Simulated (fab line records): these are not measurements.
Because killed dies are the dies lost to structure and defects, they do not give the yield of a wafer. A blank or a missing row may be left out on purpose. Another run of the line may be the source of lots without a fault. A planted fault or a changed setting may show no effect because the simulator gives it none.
fab line records	flow n5Finfet
record: lots: 24	wafers: 72	lastDay: 17
route steps=1938 shown BEOL_M5@1129
lots untouched by any fault: they come from a run of this same line in which no faults occurred
startH: start of the lot's first displayed wafer, in hours after the record's first day	waitH: hours from the lot's prior step to this one	" as in the row above	L1.1+2: a single row standing in for several wafers	- no value present, or no start provided	* or withheld: withheld	< > ~ a bound
route shown NAME@n: a module of which the file shows steps, and the number in the route of the first	usual: mean/standard deviation taken from wafers without a fault	same: alike in all rows	chamber/n: place in a boat	sites: each site's reading	_std_site: standard deviation across them	_edge_site: outer sites' mean less inner sites'	radiusMm: how far each site lies from the wafer's centre	mask NAME#n: copy n	behind: the tool/chamber that last shaped the wafer	hold: why the lot went on hold/how many hours it stayed there/how the hold came to an end	device: the n, p or np transistor that did not switch	end of line: at the end of the route, the tests of the same wafers	for a step that has no rows: nothing shown but its recipe	killed: not the wafer's yield, but the dies lost to structure and defects at the first sort	map: the dies of a wafer, with x for killed, . for not killed, _ for no die there
set.NAME: the run value of the setting; set.NAME@STEP: its run value at that earlier step	model.NAME: the simulator's own value behind a step, which no gauge read
a sample of lots followed through the steps of the route, with each step as a table and each wafer as a row
services: the hour from which a tool's chamber was out of use, counted from the record's first day as startH (under 0 if before that day), plus the number of hours and why
== steps ==
step: N5_BEOL_M5_DESCUM_16
recipe: chemistry: O2	timeS: 7	sourcePowerW: 50	biasPowerW: 20	pressureMtorr: 20	rfFrequencyHz: 2.712e+07	tempC: 40	resist: CAR-EUV	o2FlowSccm: 225
usual: biasPowerW: 19.99/0.058	drypumpMotorCurrentA: 5.8/0.51	oesProductAu: 0.80/0.082	rfFwdPowerW: 49.31/0.25	rfVppV: 243.1/1.2	showerheadPlenumPTorr: 2.09/0.066	throttleValvePct: 20.43/0.29
lot.wafer	tool	chamber	startH	waitH	biasPowerW	drypumpMotorCurrentA	oesProductAu	rfFwdPowerW	rfHoursCounterH	rfVppV	showerheadPlenumPTorr	throttleValvePct
L074.1	rieDiel-04	2	167.80	0.0	19.93	6.5	0.74	49.25	133	243.3	2.00	20.71
L074.2	"	0	"	"	19.98	6.5	0.70	49.41	227	244.3	2.14	20.54
L074.6	"	3	"	"	19.95	5.4	0.68	48.76	-	243.4	2.13	20.29
L075.2	rieDiel-01	3	171.11	0.0	20.08	5.2	0.85	49.70	48	244.5	2.14	20.61
L075.3	"	1	"	"	20.08	5.5	0.87	49.12	71	243.9	2.13	20.05
L075.6	"	1	"	"	20.03	5.5	0.87	49.32	-	244.1	2.13	20.03
L076.1	rieDiel-01	1	174.63	0.0	20.12	5.5	0.87	49.06	71	242.5	2.13	20.03
L076.3	"	3	"	"	19.97	5.2	0.85	49.16	48	242.2	2.14	20.61
L076.4	"	0	"	"	19.95	6.8	0.87	49.01	56	244.5	2.22	20.38
L077.2	rieDiel-04	2	195.72	0.0	19.96	6.4	0.75	49.33	140	241.5	1.99	20.71
L077.3	"	1	"	"	20.04	5.6	0.78	49.27	118	242.9	2.12	20.49
L077.6	"	1	"	"	20.06	5.6	0.78	49.50	-	243.7	2.12	20.48
L078.1	rieDiel-05	3	204.37	0.1	19.91	6.3	0.80	49.08	105	243.2	2.10	20.79
L078.2	"	1	"	"	19.90	5.8	0.73	49.57	159	240.1	2.00	20.72
L078.5	"	1	"	"	20.02	5.8	0.74	49.44	-	242.3	2.00	20.70
L079.1	rieDiel-01	0	205.01	0.0	20.02	6.7	0.84	49.13	64	244.7	2.21	20.40
L079.5	"	3	"	"	19.99	5.2	0.84	49.35	-	242.8	2.13	20.64
L079.6	"	2	"	"	20.04	5.3	0.92	49.37	-	243.5	2.05	20.41
L080.1	rieDiel-05	3	208.30	0.0	19.97	6.3	0.80	49.04	106	243.8	2.10	20.78
L080.2	"	2	"	"	20.11	5.2	0.75	49.41	179	243.3	2.08	20.23
L080.6	"	3	"	"	19.94	6.3	0.80	49.08	-	244.6	2.10	20.79
L081.3	rieDiel-04	1	213.54	0.0	20.02	5.6	0.77	49.32	125	243.1	2.11	20.49
L081.4	"	2	"	"	19.92	6.5	0.74	49.40	-	241.2	1.99	20.70
L081.5	"	1	"	"	19.93	5.6	0.77	49.65	-	243.2	2.12	20.49
L082.1	rieDiel-01	1	226.20	0.1	20.00	5.5	0.85	49.10	83	244.0	2.13	20.04
L082.3	"	0	"	"	20.03	6.7	0.85	49.16	69	244.0	2.21	20.39
L082.4	"	2	"	"	20.04	5.4	0.91	49.27	26	242.0	2.05	20.41
L083.4	rieDiel-01	3	235.16	0.0	19.90	5.2	0.84	49.46	64	244.3	2.13	20.64
L083.5	"	3	"	"	19.98	5.2	0.84	49.40	-	243.0	2.13	20.61
L083.6	"	0	"	"	20.01	6.7	0.84	49.27	-	245.4	2.21	20.41
L085.1	rieDiel-04	2	239.05	0.5	19.97	6.5	0.73	49.23	155	241.8	1.99	20.72
L085.3	"	3	"	"	19.99	5.4	0.97	48.92	2	244.0	2.13	19.82
L085.6	"	3	"	"	19.99	5.4	0.98	48.79	-	243.6	2.13	19.82
L084.2	rieDiel-04	2	241.72	0.0	19.93	6.5	0.72	49.69	156	241.3	1.99	20.72
L084.4	"	1	"	"	20.03	5.6	0.76	49.58	-	242.2	2.11	20.52
L084.5	"	2	"	"	19.97	6.5	0.73	49.83	-	242.6	1.99	20.72
L086.2	rieDiel-05	1	244.80	0.4	20.00	5.8	0.73	49.62	171	241.5	2.00	20.73
L086.4	"	3	"	"	20.00	6.3	0.80	49.01	116	241.6	2.10	20.80
L086.6	"	2	"	"	19.91	5.2	0.73	49.28	-	242.5	2.07	20.27
L087.1	rieDiel-04	1	245.34	0.0	20.00	5.6	0.75	49.32	135	242.6	2.11	20.52
L087.3	"	3	"	"	19.90	5.4	0.96	49.08	4	244.4	2.13	19.83
L087.6	"	1	"	"	20.01	5.6	0.77	49.36	-	241.9	2.11	20.53
L088.1	rieDiel-04	1	250.07	0.0	20.04	5.6	0.76	49.45	137	243.5	2.11	20.52
L088.5	"	3	"	"	20.10	5.4	0.95	48.69	-	244.9	2.13	19.83
L088.6	"	2	"	"	20.02	6.5	0.72	49.43	-	241.0	1.99	20.72
L089.3	rieDiel-04	1	280.58	0.7	20.10	5.6	0.75	49.50	149	243.5	2.11	20.55
L089.4	"	0	"	"	20.01	6.5	0.98	49.39	5	243.7	2.13	20.20
L089.5	"	0	"	"	19.95	6.5	0.98	49.43	-	244.2	2.13	20.21
L091.1	rieDiel-05	1	280.69	0.6	19.93	5.8	0.72	49.70	182	241.5	1.99	20.76
L091.2	"	2	"	"	19.96	5.2	0.72	49.38	201	243.1	2.07	20.28
L091.4	"	0	"	"	20.01	5.7	0.77	49.38	132	244.9	2.19	20.19
L090.2	rieDiel-05	2	280.92	0.5	19.93	5.2	0.73	49.39	201	243.3	2.07	20.28
L090.5	"	1	"	"	19.93	5.8	0.73	49.43	-	243.3	1.99	20.75
L090.6	"	0	"	"	19.96	5.6	0.76	49.59	-	244.8	2.19	20.19
L093.3	rieDiel-01	0	283.82	0.6	19.91	6.7	0.83	49.09	85	244.7	2.21	20.42
L093.4	"	2	"	"	20.04	5.3	0.87	49.13	45	243.1	2.04	20.45
L093.5	"	3	"	"	20.01	5.2	0.81	49.66	-	242.4	2.12	20.65
L092.2	rieDiel-05	0	283.83	0.5	20.00	5.7	0.76	49.23	134	243.2	2.19	20.21
L092.3	"	1	"	"	20.01	5.8	0.72	49.32	183	241.2	1.99	20.75
L092.4	"	2	"	"	20.01	5.2	0.73	49.19	202	243.3	2.07	20.28
L094.2	rieDiel-04	0	302.38	0.0	20.01	6.5	0.94	49.68	11	244.4	2.13	20.23
L094.3	"	3	"	"	19.98	5.4	0.91	48.85	23	243.7	2.12	19.86
L094.5	"	1	"	"	19.96	5.6	0.74	49.48	-	242.5	2.10	20.56
L095.4	rieDiel-01	2	304.19	0.2	19.95	5.3	0.86	49.31	50	241.8	2.04	20.44
L095.5	"	3	"	"	19.92	5.2	0.81	49.57	-	243.7	2.12	20.69
L095.6	"	2	"	"	20.02	5.4	0.87	49.25	-	242.8	2.04	20.45
L096.2	rieDiel-05	1	310.00	0.0	19.99	5.8	0.71	49.69	191	240.9	1.99	20.76
L096.3	"	2	"	"	19.99	5.2	0.72	49.43	207	243.0	2.07	20.29
L096.6	"	1	"	"	19.98	5.8	0.71	49.73	-	241.3	1.99	20.77
L097.1	rieDiel-04	0	313.27	0.0	20.00	6.5	0.94	49.55	15	243.0	2.13	20.23
L097.3	"	1	"	"	19.99	5.6	0.74	49.63	159	243.0	2.10	20.54
L097.4	"	2	"	"	20.06	6.4	0.71	49.02	181	240.8	1.98	20.76
step: N5_BEOL_M5_INSPECT_30
recipe: mode: adi	inspectInstrument: brightfield
usual: rawDefectCount: 409/99
lot.wafer	tool	chamber	startH	waitH	rawDefectCount
L074.1	defectInspect-01	-	174.73	0.1	531
L074.2	"	-	"	"	300
L074.6	"	-	"	"	330
L075.2	defectInspect-02	-	174.95	0.0	357
L075.3	"	-	"	"	397
L075.6	"	-	"	"	451
L076.1	defectInspect-02	-	181.61	0.1	392
L076.3	"	-	"	"	594
L076.4	"	-	"	"	549
L077.2	defectInspect-01	-	196.75	0.0	205
L077.3	"	-	"	"	207
L077.6	"	-	"	"	243
L078.1	defectInspect-02	-	205.64	0.1	521
L078.2	"	-	"	"	407
L078.5	"	-	"	"	464
L079.1	defectInspect-01	-	207.70	0.1	325
L079.5	"	-	"	"	312
L079.6	"	-	"	"	334
L080.1	defectInspect-02	-	212.41	0.1	389
L080.2	"	-	"	"	301
L080.6	"	-	"	"	368
L081.3	defectInspect-02	-	214.51	0.0	466
L081.4	"	-	"	"	509
L081.5	"	-	"	"	458
L082.1	defectInspect-02	-	227.38	0.1	558
L082.3	"	-	"	"	407
L082.4	"	-	"	"	449
L083.4	defectInspect-02	-	237.44	0.0	351
L083.5	"	-	"	"	295
L083.6	"	-	"	"	264
L085.1	defectInspect-02	-	240.45	0.1	306
L085.3	"	-	"	"	414
L085.6	"	-	"	"	410
L084.2	defectInspect-01	-	244.16	0.0	481
L084.4	"	-	"	"	554
L084.5	"	-	"	"	419
L086.2	defectInspect-02	-	245.74	0.0	274
L086.4	"	-	"	"	326
L086.6	"	-	"	"	329
L087.1	defectInspect-01	-	246.49	0.1	397
L087.3	"	-	"	"	458
L087.6	"	-	"	"	401
L088.1	defectInspect-02	-	251.55	0.1	369
L088.5	"	-	"	"	555
L088.6	"	-	"	"	445
L091.1	defectInspect-02	-	281.90	0.1	652
L091.2	"	-	"	"	439
L091.4	"	-	"	"	451
L090.2	defectInspect-02	-	282.11	0.0	351
L090.5	"	-	"	"	343
L090.6	"	-	"	"	465
L089.3	defectInspect-01	-	282.28	0.0	340
L089.4	"	-	"	"	337
L089.5	"	-	"	"	354
L093.3	defectInspect-02	-	288.40	0.0	453
L093.4	"	-	"	"	514
L093.5	"	-	"	"	294
L092.2	defectInspect-02	-	288.45	0.0	509
L092.3	"	-	"	"	405
L092.4	"	-	"	"	390
L094.2	defectInspect-02	-	303.21	0.0	267
L094.3	"	-	"	"	366
L094.5	"	-	"	"	356
L095.4	defectInspect-02	-	308.44	0.0	435
L095.5	"	-	"	"	372
L095.6	"	-	"	"	527
L096.2	defectInspect-02	-	311.81	0.0	512
L096.3	"	-	"	"	641
L096.6	"	-	"	"	508
L097.1	defectInspect-01	-	316.15	0.1	472
L097.3	"	-	"	"	422
L097.4	"	-	"	"	407
step: N5_BEOL_M5_STRIP_91
recipe: chemistry: N2/H2	timeS: 10	powerW: 450	tempC: 40	pressureMtorr: 20	rfFrequencyHz: 6e+07	biasPowerW: 7	n2FlowSccm: 200	h2FlowSccm: 200
usual: biasPowerW: 7.002/0.018	drypumpMotorCurrentA: 5.8/0.55	h2FlowSccm: 200.0/0.64	oesProductAu: 0.82/0.065	rfVppV: 59.2/0.87	showerheadPlenumPTorr: 2.56/0.082	throttleValvePct: 23.73/0.26
lot.wafer	tool	chamber	startH	waitH	biasPowerW	drypumpMotorCurrentA	h2FlowSccm	oesProductAu	rfHoursCounterH	rfVppV	showerheadPlenumPTorr	throttleValvePct
L074.1	rieDiel-01	1	-	-	6.975	5.5	200.3	0.88	71	58.9	2.58	23.32
L074.2	"	0	"	"	7.007	6.8	198.7	0.86	56	59.6	2.71	23.64
L074.6	"	2	"	"	6.992	5.3	199.0	0.94	-	57.7	2.48	23.57
L075.2	rieDiel-01	2	-	-	7.008	5.4	200.1	0.94	14	58.1	2.48	23.58
L075.3	"	0	"	"	7.033	6.7	199.9	0.86	57	61.0	2.71	23.65
L075.6	"	0	"	"	7.013	6.7	199.8	0.86	-	60.4	2.71	23.66
L076.1	rieDiel-05	0	-	-	7.006	5.7	199.8	0.79	103	58.5	2.67	23.45
L076.3	"	1	"	"	7.016	5.7	200.8	0.73	152	60.0	2.43	24.01
L076.4	"	3	"	"	7.004	6.3	200.9	0.81	98	58.5	2.54	24.07
L077.2	rieDiel-01	3	-	-	6.990	5.2	199.1	0.85	53	58.4	2.57	23.84
L077.3	"	1	"	"	6.982	5.5	200.3	0.87	75	57.7	2.58	23.33
L077.6	"	1	"	"	7.000	5.5	199.7	0.87	-	58.6	2.58	23.31
L078.1	rieDiel-05	2	-	-	7.010	5.2	198.7	0.74	179	60.5	2.53	23.72
L078.2	"	1	"	"	7.009	5.8	198.8	0.73	160	59.3	2.43	24.02
L078.5	"	0	"	"	6.982	5.7	198.7	0.79	-	59.5	2.67	23.46
L079.1	rieDiel-04	2	-	-	6.989	6.5	199.4	0.74	145	59.9	2.44	24.03
L079.5	"	0	"	"	7.003	6.5	199.5	0.70	-	59.8	2.62	23.92
L079.6	"	1	"	"	7.020	5.6	200.7	0.78	-	58.6	2.56	24.04
L080.1	rieDiel-05	1	-	-	7.037	5.8	200.6	0.73	161	60.2	2.43	24.04
L080.2	"	2	"	"	7.014	5.2	200.0	0.73	180	58.8	2.53	23.69
L080.6	"	0	"	"	6.997	5.7	199.6	0.79	-	59.9	2.67	23.43
L081.3	rieDiel-01	3	-	-	7.024	5.2	200.1	0.84	57	60.4	2.57	23.85
L081.4	"	0	"	"	7.034	6.7	199.6	0.84	66	60.1	2.70	23.67
L081.5	"	1	"	"	7.013	5.5	199.7	0.85	-	59.5	2.58	23.31
L082.1	rieDiel-05	3	-	-	7.017	6.3	200.7	0.79	111	59.8	2.54	24.07
L082.3	"	1	"	"	6.991	5.8	200.0	0.73	166	57.7	2.43	24.04
L082.4	"	0	"	"	7.008	5.7	199.7	0.78	116	59.3	2.66	23.46
L083.4	rieDiel-05	1	-	-	7.016	5.8	199.9	0.73	169	58.3	2.42	24.05
L083.5	"	0	"	"	6.991	5.7	201.5	0.78	-	60.5	2.66	23.45
L083.6	"	3	"	"	7.020	6.3	199.9	0.79	-	59.7	2.54	24.07
L085.1	rieDiel-05	1	-	-	7.030	5.8	200.1	0.73	171	59.1	2.42	24.05
L085.3	"	3	"	"	6.996	6.3	199.8	0.79	115	58.8	2.54	24.09
L085.6	"	2	"	"	6.963	5.2	200.0	0.74	-	57.8	2.53	23.74
L084.2	rieDiel-01	3	-	-	7.035	5.2	199.9	0.83	67	60.5	2.56	23.86
L084.4	"	0	"	"	7.016	6.8	201.0	0.84	74	59.9	2.70	23.67
L084.5	"	1	"	"	7.008	5.5	200.4	0.84	-	59.5	2.58	23.32
L086.2	rieDiel-05	3	-	-	7.030	6.3	200.6	0.79	116	59.4	2.54	24.09
L086.4	"	1	"	"	6.956	5.8	199.6	0.72	172	58.6	2.42	24.04
L086.6	"	0	"	"	7.017	5.7	199.9	0.78	-	59.6	2.66	23.46
L087.1	rieDiel-01	3	-	-	7.024	5.2	199.2	0.84	67	60.0	2.56	23.87
L087.3	"	1	"	"	7.021	5.5	200.1	0.85	89	59.9	2.57	23.34
L087.6	"	3	"	"	7.009	5.2	200.3	0.83	-	59.2	2.56	23.87
L088.1	rieDiel-01	0	-	-	6.981	6.8	200.4	0.83	76	60.3	2.70	23.68
L088.5	"	0	"	"	7.017	6.7	200.3	0.83	-	60.1	2.70	23.67
L088.6	"	3	"	"	7.001	5.2	200.2	0.82	-	60.0	2.56	23.87
L091.1	rieDiel-01	2	-	-	7.001	5.3	199.9	0.88	44	57.7	2.47	23.62
L091.2	"	0	"	"	6.993	6.8	200.0	0.85	85	58.1	2.69	23.68
L091.4	"	1	"	"	6.999	5.5	199.8	0.84	100	58.6	2.57	23.34
L090.2	rieDiel-01	3	-	-	7.003	5.3	200.1	0.82	79	61.3	2.56	23.87
L090.5	"	1	"	"	7.021	5.5	199.1	0.83	-	59.3	2.57	23.34
L090.6	"	0	"	"	6.978	6.7	199.5	0.83	-	60.9	2.69	23.69
L089.3	rieDiel-05	3	-	-	6.985	6.3	199.3	0.78	128	58.6	2.53	24.10
L089.4	"	0	"	"	6.972	5.7	200.6	0.76	134	60.8	2.66	23.47
L089.5	"	3	"	"	7.002	6.3	199.5	0.77	-	59.3	2.53	24.09
L093.3	rieDiel-04	2	-	-	7.023	6.5	199.4	0.71	174	58.6	2.43	24.07
L093.4	"	1	"	"	7.007	5.6	199.5	0.75	151	60.0	2.55	24.07
L093.5	"	1	"	"	6.993	5.6	201.4	0.75	-	60.0	2.55	24.09
L092.2	rieDiel-01	0	-	-	6.995	6.8	200.4	0.83	86	59.6	2.69	23.70
L092.3	"	2	"	"	7.000	5.3	198.7	0.87	46	58.9	2.47	23.63
L092.4	"	3	"	"	6.968	5.2	200.5	0.82	-	60.1	2.56	23.86
L094.2	rieDiel-01	2	-	-	6.978	5.3	200.3	0.87	50	59.1	2.47	23.64
L094.3	"	0	"	"	7.001	6.8	200.2	0.82	91	59.8	2.69	23.72
L094.5	"	3	"	"	7.049	5.2	199.3	0.81	-	57.8	2.56	23.89
L095.4	rieDiel-04	1	-	-	7.021	5.6	199.4	0.74	158	60.0	2.55	24.10
L095.5	"	1	"	"	6.995	5.6	200.1	0.74	-	58.1	2.55	24.10
L095.6	"	0	"	"	7.014	6.5	201.4	0.94	-	58.4	2.61	23.71
L096.2	rieDiel-04	0	-	-	7.024	6.5	199.2	0.93	14	59.6	2.61	23.72
L096.3	"	1	"	"	6.997	5.6	201.5	0.73	159	59.2	2.55	24.10
L096.6	"	0	"	"	7.039	6.5	199.6	0.93	-	59.1	2.61	23.73
L097.1	rieDiel-01	1	-	-	6.993	5.5	199.8	0.83	108	60.8	2.57	23.34
L097.3	"	0	"	"	6.956	6.8	199.9	0.82	95	59.8	2.69	23.71
L097.4	"	3	"	"	7.006	5.2	200.5	0.80	89	59.1	2.55	23.88
step: N5_BEOL_M5_CURE_80
recipe: tempC: 370	timeS: 120	ambient: DMADMS/He	material: SiCOH_lowk
usual: lampPowerPct: 52.32/0.05	wafer_temp_C_max: 371.7/0.7
lot.wafer	tool	chamber	startH	waitH	lampPowerPct	wafer_temp_C_max
L074.1	uvCure-01	1	175.47	0.0	52.30	371.3
L074.2	"	1	"	"	52.32	371.5
L074.6	"	1	"	"	52.34	371.0
L075.2	uvCure-01	0	175.91	0.1	52.34	372.4
L075.3	"	0	"	"	52.33	372.6
L075.6	"	0	"	"	52.31	372.5
L076.1	uvCure-01	2	182.34	0.0	52.25	371.3
L076.3	"	2	"	"	52.27	372.4
L076.4	"	2	"	"	52.35	371.7
L077.2	uvCure-02	1	197.46	0.1	52.33	370.9
L077.3	"	1	"	"	52.33	372.0
L077.6	"	1	"	"	52.31	371.6
L078.1	uvCure-02	1	206.29	0.0	52.31	371.0
L078.2	"	1	"	"	52.28	371.3
L078.5	"	1	"	"	52.25	371.0
L079.1	uvCure-03	2	208.35	0.0	52.26	372.1
L079.5	"	2	"	"	52.32	372.7
L079.6	"	2	"	"	52.32	372.9
L080.1	uvCure-02	2	213.05	0.0	52.28	371.6
L080.2	"	2	"	"	52.34	370.7
L080.6	"	2	"	"	52.30	371.0
L081.3	uvCure-02	2	215.26	0.1	52.26	371.3
L081.4	"	2	"	"	52.34	371.6
L081.5	"	2	"	"	52.34	371.8
L082.1	uvCure-02	2	228.03	0.0	52.22	371.5
L082.3	"	2	"	"	52.28	371.0
L082.4	"	2	"	"	52.28	371.0
L083.4	uvCure-03	1	239.40	0.3	52.36	371.9
L083.5	"	1	"	"	52.45	371.4
L083.6	"	1	"	"	52.33	371.4
L085.1	uvCure-03	1	241.84	0.1	52.28	372.1
L085.3	"	1	"	"	52.32	371.3
L085.6	"	1	"	"	52.32	371.3
L084.2	uvCure-01	2	245.28	0.1	52.40	371.5
L084.4	"	2	"	"	52.26	372.0
L084.5	"	2	"	"	52.22	371.9
L086.2	uvCure-01	1	246.48	0.1	52.20	370.9
L086.4	"	1	"	"	52.38	371.3
L086.6	"	1	"	"	52.31	371.6
L087.1	uvCure-01	2	247.23	0.1	52.28	371.1
L087.3	"	2	"	"	52.31	371.7
L087.6	"	2	"	"	52.32	371.4
L088.1	uvCure-02	0	252.19	0.0	52.28	370.8
L088.5	"	0	"	"	52.29	371.0
L088.6	"	0	"	"	52.32	371.0
L091.1	uvCure-03	2	282.55	0.0	52.25	373.4
L091.2	"	2	"	"	52.29	372.5
L091.4	"	2	"	"	52.30	372.9
L090.2	uvCure-01	0	283.26	0.1	52.38	372.6
L090.5	"	0	"	"	52.34	371.8
L090.6	"	0	"	"	52.27	372.6
L089.3	uvCure-01	0	283.62	0.1	52.32	373.6
L089.4	"	0	"	"	52.33	373.4
L089.5	"	0	"	"	52.37	371.4
L093.3	uvCure-02	0	289.28	0.3	52.27	370.9
L093.4	"	0	"	"	52.41	370.9
L093.5	"	0	"	"	52.30	371.0
L092.2	uvCure-03	1	289.30	0.2	52.29	372.2
L092.3	"	1	"	"	52.24	371.9
L092.4	"	1	"	"	52.25	371.3
L094.2	uvCure-02	2	304.03	0.2	52.31	371.5
L094.3	"	2	"	"	52.41	371.3
L094.5	"	2	"	"	52.31	371.4
L095.4	uvCure-03	2	309.53	0.2	52.33	372.8
L095.5	"	2	"	"	52.28	372.7
L095.6	"	2	"	"	52.37	372.0
L096.2	uvCure-03	2	312.52	0.1	52.28	372.8
L096.3	"	2	"	"	52.35	372.0
L096.6	"	2	"	"	52.30	372.9
L097.1	uvCure-03	2	316.89	0.1	52.31	372.0
L097.3	"	2	"	"	52.35	372.5
L097.4	"	2	"	"	52.28	372.4
step: N5_BEOL_M5_SURFACE_TREAT_87
recipe: gas: Ar	timeS: *	ionEnergyEv: *	ionCurrentMaCm2: 0.5	pressureMtorr: *	arFlowSccm: 30
usual: throttleValvePct: *
lot.wafer	tool	chamber	startH	waitH	throttleValvePct
L074.1	pvdSputter-02	-	176.30	0.2	*
L074.2	"	-	"	"	*
L074.6	"	-	"	"	*
L075.2	pvdSputter-02	-	176.61	0.2	*
L075.3	"	-	"	"	*
L075.6	"	-	"	"	*
L076.1	pvdSputter-02	-	183.10	0.1	*
L076.3	"	-	"	"	*
L076.4	"	-	"	"	*
L077.2	pvdSputter-01	-	199.22	0.1	*
L077.3	"	-	"	"	*
L077.6	"	-	"	"	*
L078.1	pvdSputter-03	-	208.15	0.2	*
L078.2	"	-	"	"	*
L078.5	"	-	"	"	*
L079.1	pvdSputter-01	-	209.75	0.2	*
L079.5	"	-	"	"	*
L079.6	"	-	"	"	*
L080.1	pvdSputter-03	-	213.94	0.1	*
L080.2	"	-	"	"	*
L080.6	"	-	"	"	*
L081.3	pvdSputter-01	-	216.91	0.2	*
L081.4	"	-	"	"	*
L081.5	"	-	"	"	*
L082.1	pvdSputter-03	-	229.51	0.2	*
L082.3	"	-	"	"	*
L082.4	"	-	"	"	*
L083.4	pvdSputter-03	-	241.35	0.1	*
L083.5	"	-	"	"	*
L083.6	"	-	"	"	*
L085.1	pvdSputter-03	-	243.91	0.9	*
L085.3	"	-	"	"	*
L085.6	"	-	"	"	*
L084.2	pvdSputter-02	-	246.61	0.2	*
L084.4	"	-	"	"	*
L084.5	"	-	"	"	*
L086.2	pvdSputter-01	-	247.49	0.4	*
L086.4	"	-	"	"	*
L086.6	"	-	"	"	*
L087.1	pvdSputter-03	-	249.72	0.2	*
L087.3	"	-	"	"	*
L087.6	"	-	"	"	*
L088.1	pvdSputter-01	-	253.07	0.3	*
L088.5	"	-	"	"	*
L088.6	"	-	"	"	*
L091.1	pvdSputter-03	-	283.31	0.2	*
L091.2	"	-	"	"	*
L091.4	"	-	"	"	*
L090.2	pvdSputter-03	-	284.35	0.2	*
L090.5	"	-	"	"	*
L090.6	"	-	"	"	*
L089.3	pvdSputter-03	-	284.39	0.2	*
L089.4	"	-	"	"	*
L089.5	"	-	"	"	*
L093.3	pvdSputter-01	-	290.09	0.3	*
L093.4	"	-	"	"	*
L093.5	"	-	"	"	*
L092.2	pvdSputter-01	-	290.13	0.3	*
L092.3	"	-	"	"	*
L092.4	"	-	"	"	*
L094.2	pvdSputter-03	-	304.63	0.1	*
L094.3	"	-	"	"	*
L094.5	"	-	"	"	*
L095.4	pvdSputter-01	-	310.34	0.3	*
L095.5	"	-	"	"	*
L095.6	"	-	"	"	*
L096.2	pvdSputter-03	-	313.38	0.2	*
L096.3	"	-	"	"	*
L096.6	"	-	"	"	*
L097.1	pvdSputter-03	-	317.86	0.2	*
L097.3	"	-	"	"	*
L097.4	"	-	"	"	*
step: N5_BEOL_M5_SPUTTER_48
recipe: material: Cu	targetThkA: 150	tempC: -20	chamberPressurePa: 0.07	powerW: withheld	timeS: 27.62
usual: chamberPressurePa: 0.07002/0.00014	throttleValvePct: 30.3/0.9
lot.wafer	tool	chamber	startH	waitH	chamberPressurePa	throttleValvePct
L074.1	pvdSputter-02	-	176.65	0.2	0.07015	29.1
L074.2	"	-	"	"	0.07018	29.5
L074.6	"	-	"	"	0.07009	28.9
L075.2	pvdSputter-01	-	176.93	0.2	0.06998	30.5
L075.3	"	-	"	"	0.06983	31.7
L075.6	"	-	"	"	0.06997	32.2
L076.1	pvdSputter-01	-	183.33	0.1	0.06992	30.7
L076.3	"	-	"	"	0.07016	31.9
L076.4	"	-	"	"	0.0698	30.6
L077.2	pvdSputter-03	-	199.54	0.1	0.06983	30.4
L077.3	"	-	"	"	0.07028	29.4
L077.6	"	-	"	"	0.07036	29.2
L078.1	pvdSputter-03	-	208.41	0.1	0.0699	30.2
L078.2	"	-	"	"	0.07003	31.7
L078.5	"	-	"	"	0.06999	30.3
L079.1	pvdSputter-01	-	210.01	0.1	0.06981	30.8
L079.5	"	-	"	"	0.07002	30.8
L079.6	"	-	"	"	0.07016	31.2
L080.1	pvdSputter-02	-	214.25	0.2	0.0701	30.1
L080.2	"	-	"	"	0.07019	29.1
L080.6	"	-	"	"	0.07008	29.2
L081.3	pvdSputter-01	-	217.25	0.1	0.0703	29.5
L081.4	"	-	"	"	0.06978	30.7
L081.5	"	-	"	"	0.07007	32.1
L082.1	pvdSputter-03	-	229.77	0.1	0.06989	30.2
L082.3	"	-	"	"	0.06993	29.4
L082.4	"	-	"	"	0.07014	31.7
L083.4	pvdSputter-02	-	241.62	0.1	0.06989	30.4
L083.5	"	-	"	"	0.07009	30.3
L083.6	"	-	"	"	0.07016	29.6
L085.1	pvdSputter-03	-	244.26	0.2	0.07006	30.2
L085.3	"	-	"	"	0.07	31.9
L085.6	"	-	"	"	0.07016	29.7
L084.2	pvdSputter-02	-	246.83	0.1	0.06994	29.2
L084.4	"	-	"	"	0.07	29.2
L084.5	"	-	"	"	0.06986	29.1
L086.2	pvdSputter-01	-	247.97	0.2	0.07012	30.6
L086.4	"	-	"	"	0.07032	29.5
L086.6	"	-	"	"	0.06975	30.9
L087.1	pvdSputter-03	-	250.16	0.2	0.07	29.7
L087.3	"	-	"	"	0.07	30.2
L087.6	"	-	"	"	0.07035	31.7
L088.1	pvdSputter-02	-	253.70	0.3	0.07002	29.6
L088.5	"	-	"	"	0.07029	29.2
L088.6	"	-	"	"	0.07007	29.0
L091.1	pvdSputter-02	-	283.71	0.2	0.07007	30.3
L091.2	"	-	"	"	0.07008	29.2
L091.4	"	-	"	"	0.06999	29.5
L090.2	pvdSputter-03	-	284.63	0.1	0.06994	30.0
L090.5	"	-	"	"	0.07025	31.9
L090.6	"	-	"	"	0.07002	30.1
L089.3	pvdSputter-01	-	284.95	0.4	0.07018	30.5
L089.4	"	-	"	"	0.07012	31.0
L089.5	"	-	"	"	0.07012	31.1
L093.3	pvdSputter-01	-	290.43	0.2	0.06998	32.2
L093.4	"	-	"	"	0.07018	30.6
L093.5	"	-	"	"	0.06999	30.8
L092.2	pvdSputter-03	-	291.75	1.4	0.06999	29.3
L092.3	"	-	"	"	0.06982	30.2
L092.4	"	-	"	"	0.06992	30.1
L094.2	pvdSputter-03	-	305.01	0.1	0.07002	29.3
L094.3	"	-	"	"	0.07017	30.1
L094.5	"	-	"	"	0.06988	30.2
L095.4	pvdSputter-02	-	310.88	0.1	0.07001	29.7
L095.5	"	-	"	"	0.07004	29.4
L095.6	"	-	"	"	0.07011	30.2
L096.2	pvdSputter-01	-	313.70	0.1	0.0699	30.5
L096.3	"	-	"	"	0.07029	29.4
L096.6	"	-	"	"	0.06981	30.7
L097.1	pvdSputter-01	-	318.35	0.1	0.07009	29.3
L097.3	"	-	"	"	0.07	30.8
L097.4	"	-	"	"	0.07012	30.5
== services ==
tool	chamber	startH	hours	kind
uvCure-03	-	159.66	7.5	pm
pvdSputter-03	-	169.46	17.4	repair
uvCure-02	-	176.66	2.5	repair
rieDiel-04	3	202.30	-	clean
rieDiel-04	3	202.30	-	consumableReplace:focusRing
rieDiel-04	3	202.30	28.8	scheduledDown
rieDiel-04	3	202.30	28.8	ventCycle
rieDiel-01	-	206.39	0.5	repair
uvCure-03	-	216.83	1.0	pm
uvCure-02	-	232.01	1.0	pm
uvCure-02	-	238.47	9.2	pm
rieDiel-04	0	239.05	-	clean
rieDiel-04	0	239.05	-	consumableReplace:focusRing
rieDiel-04	0	239.05	24.7	scheduledDown
rieDiel-04	0	239.05	24.7	ventCycle
pvdSputter-01	-	265.60	4.9	repair
uvCure-02	-	281.48	2.8	pm
rieDiel-01	1	286.80	6.7	repair
uvCure-01	-	295.04	3.0	repair
rieDiel-05	0	300.39	21.1	repair
rieDiel-05	2	303.66	4.9	repair
pvdSputter-02	-	306.05	1.9	repair
== key ==
fault none
